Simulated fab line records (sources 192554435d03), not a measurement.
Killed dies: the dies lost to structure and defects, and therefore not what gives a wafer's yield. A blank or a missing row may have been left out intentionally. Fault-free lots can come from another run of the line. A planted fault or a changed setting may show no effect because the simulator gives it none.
A struck lot beside a sound one :: flow n5-finfet :: 36 out of 1938 route steps
Sound: the wafers L810.2, L810.4, L810.5. Struck: wafer L827.6 (left out: L827.5, a lot-mate that was not struck); the cause follows at the end.
Per side, at each step with rows, come the tool, then ch with its chambers, and then its first start. Under that, the readings that differ: sound wafers :: struck wafers :: difference of the means :: sigmas: that difference in standard deviations of wafers without a fault.
alike: readings whose means differ by less than 2 such deviations, and words and numbers that are the same on both sides. not compared: withheld readings, readings that some wafer has no value for, bounds like >300 that may hide the same value, and numbers for which the record gives no deviation and whose values overlap.
The two part at a step that has a row with sigmas, a row that says differs or no value, or rows on one side only. When numbers do not overlap yet have no deviation, they are printed without sigmas and do not part them. A reading that every wafer of one side lacks parts them only if that side has two wafers or more.

first, 9 steps without rows for these wafers: N5_BEOL_M4_ANNEAL_95 (time 240 s); N5_BEOL_M4_SPUTTER_96 (material Cu, target thk 4.5 nm, time 8.29 s); N5_BEOL_M4_ECD_50 (material Cu, target thk 300 nm); N5_BEOL_M4_ANNEAL_51 (time 90 s); N5_BEOL_M4_CMP_52 (polishes, stops on SiOC, t overpolish 6.8 s, target thk 40 nm); N5_BEOL_M4_PRE_CLEAN_60 (time 15 s); N5_BEOL_M4_CO_CAP_55 (material Co, precursor CCTBA/H2, target thk 2 nm, time 102.1 s); N5_BEOL_M4_PRE_CLEAN_56 (time 15 s); N5_BEOL_M4_DEP_57 (deposits SiCN from 3MS/NH3, target thk 8 nm, time 14 s).
N5_BEOL_M4_RC_MEAS_101:
  sound on prober-02 ch 0, day 9 10:25; struck on prober-02 ch 0, day 14 21:46
reading: DIBL_P (mV/V)
sound: 31.9 31.6 31.7
struck: 37.5
difference: +5.8
sigmas: +3

reading: SS_P (mV/dec)
sound: 72.6 72.2 72.2
struck: 73.7
difference: +1.4
sigmas: +2
  alike: DIBL_N, IOFF_N, IOFF_P, ION_N, ION_P, SS_N, VT_N, VT_P
then, 24 steps without rows for these wafers: N5_BEOL_M5_ILD_DEP_00 (deposits SiCOH lowk from DEMS/porogen, target thk 140.64 nm, time 25.9 s); N5_BEOL_M5_CURE_79 (cures SiCOH lowk, time 240 s); N5_BEOL_M5_PECVD_70 (deposits SiO2 from TEOS/O2, target thk 16 nm, time 18 s); N5_BEOL_M5_HM_DEP_02 (deposits TiN, target thk 20 nm); N5_BEOL_M5_COAT_59 (time 60 s, resist thk 60 nm); N5_BEOL_M5_COAT_60 (time 60 s, resist thk 12 nm); N5_BEOL_M5_COAT_71 (time 60 s, resist thk 5 nm); N5_BEOL_M5_COAT_05 (resist thk 30 nm); N5_BEOL_M5_EBR_07; N5_BEOL_M5_SOFTBAKE_06 (time 60 s); N5_BEOL_M5_EXPOSE_08 (exposes mask M5, target cd 28 nm); N5_BEOL_M5_PEB_09 (peb time 60 s); N5_BEOL_M5_DEVELOP_10 (develop time 30 s); N5_BEOL_M5_DESCUM_16 (chemistry O2, time 7 s); N5_BEOL_M5_ETCH_72 (etches underlayer in N2/H2, target depth 6.5 nm, time 5.2 s); N5_BEOL_M5_ETCH_61 (etches SiARC in CF4, target depth 15.6 nm, time 26 s); N5_BEOL_M5_ETCH_62 (etches SOC in N2/H2, target depth 75 nm, overetch 15 nm, time 112.5 s); N5_BEOL_M5_STRIP_63 (strips in N2/H2); N5_BEOL_M5_STRIP_73 (strips in N2/H2); N5_BEOL_M5_STRIP_64 (strips in CF4); N5_BEOL_M5_HM_OPEN_17 (chemistry Cl2/BCl3, target TiN, target depth 20 nm, overetch 6 nm); N5_BEOL_M5_STRIP_19 (strips in O2); N5_BEOL_M5_COAT_65 (time 60 s, resist thk 60 nm); N5_BEOL_M5_COAT_66 (time 60 s, resist thk 12 nm).
-- record jumps: 4 days separate the struck wafers' starts on either side; left off in module BEOL_M5, taken up again in module MIM_TOP, whose first shown step is the route's number 1838 --
N5_MIM_TOP_SPUTTER_03: material TiN, target thk 35 nm, time 89.7 s.
  sound on pvd-sputter-01, day 13 21:29; struck on pvd-sputter-01, day 18 20:40
reading: model.TiN_of_MIM_TOP_SPUTTER_03.thk-nm (nm)
sound: 34.8 35.2 34.8
struck: 39.2
difference: +4.3
sigmas: 
  alike: cathode-dc-power-W, susceptor-temp-C, throttle-valve-pct
N5_PASSIVATION_PROBE_49:
  only the struck wafers here have rows in the record (prober-01, day 19 10:34); the sound ones have none

## WHERE THEY PART
Earliest at N5_BEOL_M4_RC_MEAS_101; latest, in this record, at N5_PASSIVATION_PROBE_49.

WHY: what had been put in by the simulator
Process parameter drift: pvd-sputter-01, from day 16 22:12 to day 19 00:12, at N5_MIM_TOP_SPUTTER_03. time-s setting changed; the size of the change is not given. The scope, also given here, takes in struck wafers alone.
